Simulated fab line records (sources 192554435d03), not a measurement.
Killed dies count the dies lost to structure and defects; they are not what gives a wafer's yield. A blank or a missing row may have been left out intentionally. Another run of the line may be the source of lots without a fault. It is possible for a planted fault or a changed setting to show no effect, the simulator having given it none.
A single fault, viewed from 2 desks    flow n5-finfet    each desk has only its own numbers; what lay behind them comes last

== TOOL OWNER'S DESK, rie-metal-02 ==
The tool's own readings at N5_GATE_CUT_CUT_ETCH_54 (etches TiN in Cl2/BCl3, target depth 96.7 nm): means of the sampled wafers that have a number, for each lot that ran on this tool. If a lot's mean is further than 4 standard deviations from the usual mean, the lot is out of limits and carries the mark OUT (the distance appears in the brackets).
Columns: A = bcl3-flow-sccm at N5_GATE_CUT_CUT_ETCH_54, usual 21.76 sccm; B = drypump-motor-current-A at N5_GATE_CUT_CUT_ETCH_54, usual 5.87 A; C = etch-rf-on-time-s at N5_GATE_CUT_CUT_ETCH_54, usual 36.4 s; D = oes_ar_750_au at N5_GATE_CUT_CUT_ETCH_54, usual 0.80 a.u.; E = oes-product-au at N5_GATE_CUT_CUT_ETCH_54, usual 0.73 a.u.; F = throttle-valve-pct at N5_GATE_CUT_CUT_ETCH_54, usual 22.14 %
lot   first seen here  A      B     C                D     E     F
L438  day 5 09:34      21.77  5.99  36.2             0.81  0.73  22.13
L439  day 5 20:35      21.70  5.91  40.2 (+7.1) OUT  0.82  0.71  22.23
L444  day 6 21:43      21.84  5.95  44.5 (+15) OUT   0.81  0.67  22.29
L445  day 7 03:16      21.70  5.88  40.5 (+7.5) OUT  0.81  0.71  22.23
L455  day 9 13:50      21.71  6.00  36.1             0.77  0.70  22.17
L456  day 9 22:29      21.83  5.99  35.9             0.76  0.70  22.16
This desk's verdict: out of limits on L439, L444, L445, starting with L439 at day 5 20:35 (etch-rf-on-time-s at N5_GATE_CUT_CUT_ETCH_54). Within limits: L438, L455, L456.

== THE METROLOGY DESK ==
Means of the sampled wafers that have a number, per lot and without regard to the tool the lot ran on: this is what the gauges read. If a lot's mean is further than 4 standard deviations from the usual mean, the lot is out of limits and carries the mark OUT (the distance appears in the brackets). Only the readings that lie furthest out on some lot appear, 7 of the 10 it has.
Columns: A = DIBL_P at N5_BEOL_M4_RC_MEAS_101, usual 36.3 mV/V; B = IOFF_N at N5_BEOL_M4_RC_MEAS_101, usual 0.153 nA/um; C = IOFF_P at N5_BEOL_M4_RC_MEAS_101, usual 0.208 nA/um; D = ION_N at N5_BEOL_M4_RC_MEAS_101, usual 672 uA/um; E = ION_P at N5_BEOL_M4_RC_MEAS_101, usual 462 uA/um; F = SS_N at N5_BEOL_M4_RC_MEAS_101, usual 71.5 mV/dec; G = VT_P at N5_BEOL_M4_RC_MEAS_101, usual -250.5 mV
lot   first seen here  A     B      C      D    E    F     G
L438  day 9 08:19      37.2  0.184  0.265  677  472  72.2  -245.5
L439  day 9 11:50      35.4  0.145  0.198  676  461  71.2  -250.7
L441  day 10 07:00     36.2  0.162  0.225  679  469  71.6  -249.8
L444  day 10 11:12     37.0  0.152  0.197  680  462  71.6  -250.4
L445  day 10 20:38     34.5  0.128  0.202  667  464  71.2  -245.9
L452  day 12 15:20     35.9  0.134  0.169  669  456  71.3  -255.1
L453  day 13 16:50     35.6  0.149  0.195  675  459  71.2  -250.0
L455  day 13 21:12     36.6  0.147  0.198  676  465  71.4  -251.8
L456  day 14 01:19     37.8  0.175  0.221  687  467  71.5  -249.1
L458  day 15 00:24     35.0  0.138  0.197  680  468  70.7  -249.6
This desk's finding: nothing out of limits on any of the 10 lots.

== ALL TOGETHER ==
At day 5 20:35, on L439, L444, L445, the tool owner's desk was in a position to raise an alarm.
At the metrology desk, nothing out of limits was observed.
The metrology desk holds a record of L439, L444, L445, inside its limits.
Of the lots named, all ran N5_GATE_CUT_CUT_ETCH_54 on rie-metal-02.

== WHAT THE SIMULATOR HAD INSERTED ==
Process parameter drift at N5_GATE_CUT_CUT_ETCH_54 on rie-metal-02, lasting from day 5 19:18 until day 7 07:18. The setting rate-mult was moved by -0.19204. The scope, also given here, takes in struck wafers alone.
Shown lots that were struck: L439, L444, L445.
Each desk's first reading out of limits, in hours after the fault started: the tool owner's desk, 1.
